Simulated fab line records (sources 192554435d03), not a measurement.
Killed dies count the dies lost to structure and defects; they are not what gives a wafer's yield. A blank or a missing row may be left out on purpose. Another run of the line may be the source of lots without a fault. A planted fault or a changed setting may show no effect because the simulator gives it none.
Chamber matching :: flow n5 finfet :: 4 sister chambers for N5_BEOL_M14_DESCUM_33 on rie diel-02
The step chemistry O2, time 7.9 s. 20 wafers are shown with their chamber, then 10 later ones without.

== WAFERS PAIRED WITH THEIR CHAMBERS ==
wafer: L074.1
chamber: 3
drypump motor current A (A): 6.5
throttle valve pct (%): 20.63
oes product au (a.u.): 0.68

wafer: L074.4
chamber: 1
drypump motor current A (A): 5.3
throttle valve pct (%): 20.39
oes product au (a.u.): 0.72

wafer: L074.5
chamber: 2
drypump motor current A (A): 4.7
throttle valve pct (%): 20.16
oes product au (a.u.): 0.75

wafer: L078.1
chamber: 0
drypump motor current A (A): 5.5
throttle valve pct (%): 20.18
oes product au (a.u.): 0.76

wafer: L078.2
chamber: 2
drypump motor current A (A): 4.7
throttle valve pct (%): 20.15
oes product au (a.u.): 0.76

wafer: L078.6
chamber: 2
drypump motor current A (A): 4.7
throttle valve pct (%): 20.16
oes product au (a.u.): 0.75

wafer: L081.2
chamber: 0
drypump motor current A (A): 5.5
throttle valve pct (%): 20.19
oes product au (a.u.): 0.74

wafer: L081.5
chamber: 2
drypump motor current A (A): 4.8
throttle valve pct (%): 20.17
oes product au (a.u.): 0.75

wafer: L081.6
chamber: 3
drypump motor current A (A): 6.5
throttle valve pct (%): 20.63
oes product au (a.u.): 0.68

wafer: L080.2
chamber: 1
drypump motor current A (A): 5.3
throttle valve pct (%): 20.39
oes product au (a.u.): 0.71

wafer: L080.3
chamber: 0
drypump motor current A (A): 5.5
throttle valve pct (%): 20.18
oes product au (a.u.): 0.74

wafer: L080.5
chamber: 2
drypump motor current A (A): 4.7
throttle valve pct (%): 20.18
oes product au (a.u.): 0.75

wafer: L082.1
chamber: 0
drypump motor current A (A): 5.5
throttle valve pct (%): 20.19
oes product au (a.u.): 0.74

wafer: L082.2
chamber: 1
drypump motor current A (A): 5.3
throttle valve pct (%): 20.41
oes product au (a.u.): 0.71

wafer: L082.3
chamber: 2
drypump motor current A (A): 4.7
throttle valve pct (%): 20.18
oes product au (a.u.): 0.74

wafer: L085.4
chamber: 1
drypump motor current A (A): 5.3
throttle valve pct (%): 20.40
oes product au (a.u.): 0.71

wafer: L085.5
chamber: 2
drypump motor current A (A): 4.7
throttle valve pct (%): 20.19
oes product au (a.u.): 0.75

wafer: L085.6
chamber: 0
drypump motor current A (A): 5.5
throttle valve pct (%): 20.18
oes product au (a.u.): 0.74

wafer: L084.2
chamber: 2
drypump motor current A (A): 4.7
throttle valve pct (%): 20.19
oes product au (a.u.): 0.75

wafer: L084.3
chamber: 0
drypump motor current A (A): 5.5
throttle valve pct (%): 20.18
oes product au (a.u.): 0.74

SIGNATURES (averages over the wafers above)
reading: drypump motor current A
chamber 0: 5.500
chamber 1: 5.300
chamber 2: 4.713
chamber 3: 6.500
scatter within a chamber: 0.0234

reading: throttle valve pct
chamber 0: 20.1833
chamber 1: 20.3975
chamber 2: 20.1725
chamber 3: 20.6300
scatter within a chamber: 0.0111

reading: oes product au
chamber 0: 0.7433
chamber 1: 0.7125
chamber 2: 0.7500
chamber 3: 0.6800
scatter within a chamber: 0.00617
Rule: a wafer lies at a distance from a chamber equal to the root of the sum of squares, over the readings, of (its reading less the chamber's mean, divided by the reading's scatter). If the next closest chamber is less than 2 further off than the closest, the wafer can't be placed; otherwise it belongs to the closest. The scatter is the square root of a quotient: the sum, over the shown wafers, of each reading's squared deviation from its chamber's mean, divided by wafers minus chambers.

== WAFERS MISSING THEIR CHAMBER ==
wafer: L084.4
drypump motor current A (A): 5.3
throttle valve pct (%): 20.40
oes product au (a.u.): 0.71

wafer: L087.2
drypump motor current A (A): 5.5
throttle valve pct (%): 20.21
oes product au (a.u.): 0.74

wafer: L087.3
drypump motor current A (A): 4.7
throttle valve pct (%): 20.18
oes product au (a.u.): 0.72

wafer: L087.6
drypump motor current A (A): 5.3
throttle valve pct (%): 20.42
oes product au (a.u.): 0.70

wafer: L092.1
drypump motor current A (A): 5.3
throttle valve pct (%): 20.45
oes product au (a.u.): 0.69

wafer: L092.4
drypump motor current A (A): 5.5
throttle valve pct (%): 20.22
oes product au (a.u.): 0.71

wafer: L092.6
drypump motor current A (A): 5.5
throttle valve pct (%): 20.25
oes product au (a.u.): 0.72

wafer: L091.2
drypump motor current A (A): 5.5
throttle valve pct (%): 20.24
oes product au (a.u.): 0.72

wafer: L091.4
drypump motor current A (A): 5.3
throttle valve pct (%): 20.43
oes product au (a.u.): 0.69

wafer: L091.5
drypump motor current A (A): 6.4
throttle valve pct (%): 20.27
oes product au (a.u.): 0.95

== WHICH CHAMBER EACH WENT THROUGH ==
wafer: L084.4
from the rows above: 1
in truth: 1

wafer: L087.2
from the rows above: 0
in truth: 0

wafer: L087.3
from the rows above: 2
in truth: 2

wafer: L087.6
from the rows above: 1
in truth: 1

wafer: L092.1
from the rows above: 1
in truth: 1

wafer: L092.4
from the rows above: 0
in truth: 0

wafer: L092.6
from the rows above: 0
in truth: 0

wafer: L091.2
from the rows above: 0
in truth: 0

wafer: L091.4
from the rows above: 1
in truth: 1

wafer: L091.5
from the rows above: 0
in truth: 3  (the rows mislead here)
Correct placement for 9 of the 10. Not placeable from these rows: 0. 1 placed wrongly.
